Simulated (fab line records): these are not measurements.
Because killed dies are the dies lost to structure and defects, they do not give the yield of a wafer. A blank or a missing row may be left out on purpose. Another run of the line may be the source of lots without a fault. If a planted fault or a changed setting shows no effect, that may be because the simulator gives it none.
Chamber matching    flow n5_finfet    N5_FIN_SAQP_MANDREL2_REMOVE_60 on rie_si-02: 4 sister chambers
The step chemistry HBr/Cl2/O2, target a-Si, stops on SiNx, bt time 10 s. 8 wafers are shown with their chamber, then 9 later ones without.

## WAFERS PAIRED WITH THEIR CHAMBERS
wafer   chamber  throttle_valve_pct (%)  drypump_motor_current_A (A)
L075.2  2        36.3                    5.5
L082.3  3        37.0                    5.5
L085.1  1        37.1                    6.3
L085.2  0        36.2                    5.9
L085.6  1        37.1                    6.3
L091.3  2        36.3                    5.5
L091.5  0        36.1                    6.0
L091.6  3        37.0                    5.5

## WAFERS WITH NO CHAMBER GIVEN
wafer   throttle_valve_pct (%)  drypump_motor_current_A (A)
L093.1  36.1                    5.9
L093.4  36.1                    6.0
L093.5  36.1                    6.0
L096.1  37.0                    5.5
L096.3  36.3                    5.5
L096.5  36.3                    5.6
L097.1  36.3                    5.6
L097.2  37.1                    6.3
L097.3  37.0                    5.5

## EACH ONE'S CHAMBER
wafer   from the rows above  in truth
L093.1  0                    0
L093.4  0                    0
L093.5  0                    0
L096.1  3                    3
L096.3  2                    2
L096.5  2                    2
L097.1  2                    2
L097.2  1                    1
L097.3  3                    3
9 of 9 placed correctly. Left unplaced by these rows: 0. Number placed wrongly: 0.
How it was worked out, from the rows above alone: a wafer's distance from a chamber is the root of the sum, over the readings, of the square of ((its reading less the chamber's mean) divided by the reading's scatter). If the next closest chamber is less than 2 further off than the closest, the wafer can't be placed; otherwise it belongs to the closest. A chamber's mean is the mean of its shown wafers. The scatter: take each reading less its chamber's mean, square it, sum over the shown wafers, divide by the number of wafers less the number of chambers, and take the root.
